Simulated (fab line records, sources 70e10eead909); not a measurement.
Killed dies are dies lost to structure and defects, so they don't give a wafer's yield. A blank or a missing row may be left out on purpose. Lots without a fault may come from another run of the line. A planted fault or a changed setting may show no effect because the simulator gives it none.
A struck lot beside a sound one | flow nand_harc | 14 steps out of a route of 1159
Sound: wafers L573.1, L573.4, L573.6. Struck: wafers L583.1, L583.3, L583.4. The cause comes at the end.
At each step with rows: each side's tool, then ch and its chambers, then its first start. Under that, the readings that differ: sound wafers | struck wafers | difference of the means | sigmas: that difference in standard deviations of wafers without a fault.
alike: readings whose means differ by less than 2 such deviations, and words and numbers that are the same on both sides. not compared: withheld readings, readings that some wafer has no value for, bounds like >300 that may hide the same value, and numbers for which the record gives no deviation and whose values overlap.
The two part at a step that has a row with sigmas, a row that says differs or no value, or rows on one side only. Numbers that don't overlap but have no deviation are shown without sigmas and don't part them. A reading that every wafer of one side lacks parts them only if that side has two wafers or more.

first, 2 steps without rows for these wafers: NHARC_A_SOURCE_PLATE_SRD_01; NHARC_A_SOURCE_PLATE_OXIDE_02 (material SiO2, target thk 10 nm, ox time 1362 s).
NHARC_A_SOURCE_PLATE_THK_MEAS_09: measures by ellipsometry.
  sound on film_metro-01, day 8 15:37; struck on film_metro-01, day 11 07:39
  alike: thk_nm
then, 3 steps without rows for these wafers: NHARC_A_SOURCE_PLATE_PVD_04 (deposits WSi2, target thk 50 nm); NHARC_A_SOURCE_PLATE_CVD_03 (deposits poly-Si, target thk 200 nm, time 4000 s); NHARC_A_SOURCE_PLATE_ANNEAL_05 (time 1800 s).
NHARC_A_SOURCE_PLATE_THK_MEAS_06: measures by ellipsometry.
  sound on film_metro-01, day 9 04:50; struck on film_metro-01, day 11 20:40
  alike: thk_nm
NHARC_A_SOURCE_PLATE_INSPECT_08:
  sound on defect_inspect-02, day 9 04:56; struck on defect_inspect-02, day 11 20:47
  alike: raw_defect_count
then, 1 step without rows for these wafers: NHARC_A_ONON_D1_DEP_00 (target thk 1000 nm).
NHARC_A_ONON_D1_THK_MEAS_02: measures by ellipsometry.
  sound on film_metro-01, day 9 05:31; struck on film_metro-01, day 11 21:22
  alike: thk_nm
NHARC_A_ONON_D1_DEP_03: target thk 1000 nm.
  sound on pecvd_onon-03 ch 0, day 9 05:34; struck on pecvd_onon-03 ch 0, day 11 21:25
  alike: nh3_flow_sccm
NHARC_A_ONON_D1_THK_MEAS_05: measures by ellipsometry.
  sound on film_metro-02, day 9 06:05; struck on film_metro-01, day 11 21:55
  reading     | sound       | struck         | difference | sigmas
  thk_nm (nm) | 993 992 994 | 1242 1244 1244 | +250       | +26
then, 1 step without rows for these wafers: NHARC_A_ONON_D1_DEP_06 (target thk 1000 nm).
-- the record jumps here: 12 days lie between the struck wafers' starts before and after (it left off in module A_ONON_D1 and takes up again in module END, whose first step shown is number 1159 of the route) --
NHARC_END_SORT_01:
  sound on prober-01 ch 0, day 21 01:26; struck on prober-01 ch 0, day 23 16:32
  reading         | sound    | struck      | difference | sigmas
  killed_at_array | 24 23 17 | 668 672 672 | +649       | +54
  killed_dies     | 27 24 19 | 677 677 677 | +654       | +54
  alike: killed_at_other, killed_at_periphery, killed_open, killed_short

WHERE THEY PART
First at NHARC_A_ONON_D1_THK_MEAS_05; last, within this record, at NHARC_END_SORT_01.

WHY: what the simulator had put in
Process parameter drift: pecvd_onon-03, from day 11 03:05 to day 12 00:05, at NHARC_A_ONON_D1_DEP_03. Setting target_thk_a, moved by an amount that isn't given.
